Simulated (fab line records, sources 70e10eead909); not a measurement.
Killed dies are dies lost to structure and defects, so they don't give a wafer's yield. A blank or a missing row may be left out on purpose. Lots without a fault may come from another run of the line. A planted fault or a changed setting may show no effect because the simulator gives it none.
Chamber matching | flow nand_harc | NHARC_P_BONDPAD_CMP_32 on cmp-04: 4 sister chambers
The step polishes SiCN, target thk 200 nm. 18 wafers are shown with their chamber, then 9 later ones without.

WAFERS WITH THEIR CHAMBER
wafer  | chamber | motor_current_A (A) | slurry_filter_dp_kPa (kPa)
L075.1 | 1       | 13.0                | 13.45
L075.2 | 2       | 10.0                | 13.50
L075.6 | 2       | 9.9                 | 13.69
L076.3 | 1       | 13.1                | 13.20
L076.4 | 0       | 10.8                | 13.45
L076.5 | 1       | 12.8                | 13.62
L077.1 | 2       | 10.5                | 13.24
L077.2 | 1       | 13.3                | 13.70
L077.4 | 3       | 13.8                | 13.60
L082.1 | 0       | 11.1                | 13.46
L082.4 | 1       | 12.5                | 13.50
L082.5 | 2       | 10.1                | 13.63
L084.2 | 1       | 12.7                | 13.53
L084.5 | 1       | 13.2                | 13.28
L084.6 | 2       | 9.7                 | 13.44
L085.2 | 3       | 13.4                | 13.56
L085.3 | 2       | 10.6                | 13.57
L085.5 | 1       | 13.6                | 13.49

SIGNATURES (means of the wafers above)
reading              | chamber 0 | chamber 1 | chamber 2 | chamber 3 | scatter within a chamber
motor_current_A      | 10.950    | 13.025    | 10.133    | 13.600    | 0.339
slurry_filter_dp_kPa | 13.4550   | 13.4712   | 13.5117   | 13.5800   | 0.151
Rule: a wafer's distance from a chamber is the root of the sum, over the readings, of the square of ((its reading less the chamber's mean) divided by the reading's scatter). The wafer belongs to the nearest chamber; if the next one is less than 2 further off, it can't be placed. The scatter: the root of (the sum of the squares of (reading less its chamber's mean) over the shown wafers, divided by (wafers less chambers)).

WAFERS WITHOUT THEIR CHAMBER
wafer  | motor_current_A (A) | slurry_filter_dp_kPa (kPa)
L089.1 | 10.5                | 13.61
L089.5 | 10.9                | 13.45
L089.6 | 12.9                | 13.43
L090.1 | 13.4                | 13.30
L090.3 | 13.0                | 13.48
L090.5 | 13.1                | 13.52
L092.1 | 10.4                | 13.54
L092.3 | 13.4                | 13.58
L092.5 | 13.7                | 13.39

WHICH CHAMBER EACH WENT THROUGH
wafer  | from the rows above     | in truth
L089.1 | can't be placed: 2 or 0 | 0
L089.5 | 0                       | 0
L089.6 | can't be placed: 1 or 3 | 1
L090.1 | can't be placed: 1 or 3 | 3
L090.3 | can't be placed: 1 or 3 | 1
L090.5 | can't be placed: 1 or 3 | 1
L092.1 | can't be placed: 2 or 0 | 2
L092.3 | can't be placed: 3 or 1 | 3
L092.5 | can't be placed: 3 or 1 | 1
Placed correctly: 1 of 9. Can't be placed from these rows: 8 (the true chamber is among the candidates in 8). Placed wrongly: 0.
